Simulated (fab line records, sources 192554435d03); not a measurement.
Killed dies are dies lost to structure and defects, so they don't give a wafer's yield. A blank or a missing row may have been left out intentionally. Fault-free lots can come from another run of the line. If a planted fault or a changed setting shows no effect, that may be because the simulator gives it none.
Lot-split experiment    flow n5Finfet    7 lots, 39 wafers read, on a route of 1938 steps

ON THE SPLIT
At N5_HKMG_FIN_ETCH_35 (etches SOC in N2/H2, target depth 215.8 nm, time 243.4 s), the setting sourceW was moved away from the recipe's 3000 W on 12 of the 39 wafers read, by -12.9% to +7.7%. All remaining wafers had this setting at the recipe value.

The split's own step is where the reading is taken.

THE READING
rfVppV, in V, at N5_HKMG_FIN_ETCH_35 (etches SOC in N2/H2, target depth 215.8 nm, time 243.4 s). Typical for fault-free wafers on this fab line: 141.5 V, with standard deviation 1.1 V.

wafer   tool, chamber at the split  sourceW as run, W  against the recipe  rfVppV, V  against lot-mates on the recipe
L077.1  rieDiel-03, 0               3000               recipe              140.3      -
L077.2  rieDiel-03, 1               2790               -7.0%               144.8      +4.0
L077.3  rieDiel-03, 3               2790               -7.0%               146.1      +5.3
L077.4  rieDiel-03, 2               3000               recipe              141.2      -
L077.5  rieDiel-03, 3               2790               -7.0%               145.7      +4.9
L077.6  rieDiel-03, 2               3000               recipe              141.0      -
L084.1  rieDiel-01, 2               2705               -9.8%               146.5      +5.2
L084.2  rieDiel-01, 3               3000               recipe              143.3      -
L084.3  rieDiel-01, 1               3000               recipe              141.5      -
L084.4  rieDiel-01, 3               2705               -9.8%               147.7      +6.4
L084.5  rieDiel-01, 2               3000               recipe              139.2      -
L084.6  rieDiel-01, 1               2705               -9.8%               146.6      +5.3
L086.1  rieDiel-01, 2               3000               recipe              141.3      -
L086.2  rieDiel-01, 1               3000               recipe              142.8      -
L086.3  rieDiel-01, 3               3231               +7.7%               137.9      -3.9
L086.4  rieDiel-01, 1               3000               recipe              141.4      -
L086.5  rieDiel-01, 3               3231               +7.7%               139.2      -2.6
L086.6  rieDiel-01, 2               3231               +7.7%               136.3      -5.5
L087.1  rieDiel-04, 0               3000               recipe              139.9      -
L087.2  rieDiel-04, 1               3000               recipe              140.7      -
L087.3  rieDiel-04, 2               3000               recipe              140.7      -
L087.4  rieDiel-04, 2               3000               recipe              141.5      -
L087.5  rieDiel-04, 0               3000               recipe              141.4      -
L087.6  rieDiel-04, 1               3000               recipe              141.2      -
L088.1  rieDiel-01, 2               3000               recipe              139.7      -
L088.2  rieDiel-01, 3               3000               recipe              140.9      -
L088.3  rieDiel-01, 0               3000               recipe              138.6      -
L088.4  rieDiel-01, 0               3000               recipe              140.5      -
L088.5  rieDiel-01, 3               3000               recipe              142.7      -
L088.6  rieDiel-01, 2               3000               recipe              140.8      -
L091.2  rieDiel-01, 0               3000               recipe              141.3      -
L091.5  rieDiel-01, 3               3000               recipe              140.9      -
L091.6  rieDiel-01, 0               3000               recipe              140.0      -
L093.1  rieDiel-01, 2               3000               recipe              139.6      -
L093.2  rieDiel-01, 3               2613               -12.9%              149.6      +8.9
L093.3  rieDiel-01, 0               2613               -12.9%              147.5      +6.8
L093.4  rieDiel-01, 1               2613               -12.9%              148.8      +8.1
L093.5  rieDiel-01, 0               3000               recipe              141.0      -
L093.6  rieDiel-01, 3               3000               recipe              141.5      -

THE FIT
A straight line over all 39 wafers: rfVppV changes by -0.566 V for each +1% of sourceW; r = -0.94; the points scatter about the line by 1.1 V.
The same after taking each lot's own level away (the mean of its wafers on the recipe; 39 wafers): -0.591 V for each +1%; r = -0.95; scatter 0.96 V.
The reading moves by 7.6 V for the largest change in sourceW, on that fit.
Measured against the standard deviation above, the lots' own levels, which go from 140.53 to 141.83 V, span 1.2 times it.
Hence the lot-to-lot level has little effect on the slope; both slopes agree.
Check: with one of the wafers moved furthest among these (-12.9%) left out of the fit, the line predicts +7.5 V for it against its lot-mates. Against them it came out at +8.9 V.
Tool readings at the split's step, against how far the setting was moved: rfVppV r = -0.94.

OTHER SPLITS APPLIED TO THESE WAFERS
Before the reading, these wafers also passed through other splits. Each is held against what the fit with the lots' levels taken away leaves over:
other split on the same wafers  wafers away from the commonest value  r with rfVppV (lot level and that fit taken away)
N5_DUMMY_GATE_ETCH_37 sourceW   12                                    +0.04

THE WHOLE CHAIN: every reading that the file lists as answering this split, in the file's order
step                 what it does                                              reading                                                                         change (the file's fit)               r (the file's)
N5_HKMG_FIN_ETCH_35  etches SOC in N2/H2, target depth 215.8 nm, time 243.4 s  rfVppV                                                                          -0.598 V for each +1% of the setting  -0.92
N5_HKMG_FIN_ETCH_35  etches SOC in N2/H2, target depth 215.8 nm, time 243.4 s  HKMG_FIN.featureDepthNm (the simulator's own value, which no gauge read)        +1.94 nm for each +1% of the setting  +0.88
N5_HKMG_FIN_ETCH_35  etches SOC in N2/H2, target depth 215.8 nm, time 243.4 s  SOC_of_HKMG_FIN_COAT_29.thkNm (the simulator's own value, which no gauge read)  -1.92 nm for each +1% of the setting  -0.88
N5_HKMG_FIN_ETCH_35  etches SOC in N2/H2, target depth 215.8 nm, time 243.4 s  etch.depthNm (the simulator's own value, which no gauge read)                   +1.94 nm for each +1% of the setting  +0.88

FILE'S OWN FIT
rfVppV changes by -0.598 V for each +1% of sourceW, r = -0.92.
